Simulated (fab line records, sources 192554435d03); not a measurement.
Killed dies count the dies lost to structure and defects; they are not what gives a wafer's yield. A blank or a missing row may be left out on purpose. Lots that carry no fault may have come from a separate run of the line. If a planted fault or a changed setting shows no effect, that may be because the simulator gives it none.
Split-lot experiment ; flow n5 finfet ; on a route of 1938 steps: 7 lots, 39 wafers read

## SPLIT DETAILS
At N5_ZERO_LAYER_PECVD_02 (deposits SiO2 from SiH4/N2O, target thk 10 nm, time 6 s), the setting time s was moved away from the recipe's 6 s on 18 of the 39 wafers read, by -50.9% to +58.4%. This setting was run at the recipe's value on the other wafers.

The reading comes from the split's own step.

## THE READING
SiO2_of_ZERO_LAYER_PECVD_02.thk nm (the simulator's own value, which no gauge read), in nm, at N5_ZERO_LAYER_PECVD_02 (deposits SiO2 from SiH4/N2O, target thk 10 nm, time 6 s). There is no usual value for it anywhere in the file. The 21 wafers here that ran the recipe average 9.981 nm, standard deviation 0.17 nm.

wafer;tool, chamber at the split;time s as run, s;against the recipe;SiO2_of_ZERO_LAYER_PECVD_02.thk nm, nm;against lot-mates on the recipe
L077.1;pecvd-02, 1;4.563;-24.0%;7.555;-2.508
L077.2;pecvd-02, 0;4.563;-24.0%;7.558;-2.505
L077.3;pecvd-02, 0;6;recipe;10.12;-
L077.4;pecvd-02, 1;4.563;-24.0%;7.701;-2.362
L077.5;pecvd-02, 1;6;recipe;9.968;-
L077.6;pecvd-02, 0;6;recipe;10.1;-
L080.1;pecvd-01, 0;6;recipe;9.656;-
L080.2;pecvd-01, 1;9.506;+58.4%;15.74;+5.816
L080.3;pecvd-01, 2;9.506;+58.4%;15.56;+5.636
L080.4;pecvd-01, 0;6;recipe;9.965;-
L080.5;pecvd-01, 1;6;recipe;10.15;-
L080.6;pecvd-01, 2;9.506;+58.4%;15.68;+5.756
L085.1;pecvd-02, 1;6;recipe;9.84;-
L085.2;pecvd-02, 2;2.948;-50.9%;4.702;-5.207
L085.3;pecvd-02, 0;6;recipe;9.797;-
L085.4;pecvd-02, 2;2.948;-50.9%;4.625;-5.284
L085.5;pecvd-02, 0;6;recipe;10.09;-
L085.6;pecvd-02, 1;2.948;-50.9%;4.91;-4.999
L089.1;pecvd-02, 2;6;recipe;10.07;-
L089.2;pecvd-02, 1;6;recipe;9.787;-
L089.6;pecvd-02, 0;6;recipe;9.996;-
L091.1;pecvd-01, 2;7.852;+30.9%;12.91;+2.779
L091.2;pecvd-01, 1;7.852;+30.9%;12.88;+2.749
L091.3;pecvd-01, 1;6;recipe;10.22;-
L091.4;pecvd-01, 2;6;recipe;9.974;-
L091.5;pecvd-01, 1;6;recipe;10.2;-
L091.6;pecvd-01, 2;7.852;+30.9%;13.06;+2.929
L092.1;pecvd-03, 0;6;recipe;9.888;-
L092.2;pecvd-03, 1;7.006;+16.8%;11.76;+1.664
L092.3;pecvd-03, 2;7.006;+16.8%;11.8;+1.704
L092.4;pecvd-03, 2;7.006;+16.8%;11.92;+1.824
L092.5;pecvd-03, 1;6;recipe;10.24;-
L092.6;pecvd-03, 0;6;recipe;10.16;-
L097.1;pecvd-01, 2;6;recipe;9.63;-
L097.2;pecvd-01, 1;6;recipe;9.846;-
L097.3;pecvd-01, 0;8.426;+40.4%;13.75;+3.959
L097.4;pecvd-01, 1;8.426;+40.4%;13.93;+4.139
L097.5;pecvd-01, 0;6;recipe;9.896;-
L097.6;pecvd-01, 2;8.426;+40.4%;13.78;+3.989

FIT RESULTS
A straight line over all 39 wafers: SiO2_of_ZERO_LAYER_PECVD_02.thk nm changes by +0.099 nm for each +1% of time s; r = +1.00; the points scatter about the line by 0.17 nm.
The same after taking each lot's own level away (the mean of its wafers on the recipe; 39 wafers): +0.0993 nm for each +1%; r = +1.00; scatter 0.14 nm.
Per that fit: largest time s move, reading shift of 5.8 nm.
The span of the lots' own levels, 9.7907 to 10.1313 nm, comes to 1.9 times the standard deviation stated above.
Consequently the slope shifts little with the lot-to-lot level, the two slopes agreeing.
Check: with one of the wafers moved furthest among these (+58.4%) left out of the fit, the line predicts +5.76 nm for it against its lot-mates. It came out at +5.82 nm against them.

## FILE'S OWN FIT
SiO2_of_ZERO_LAYER_PECVD_02.thk nm changes by +0.0991 nm for each +1% of time s, r = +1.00.
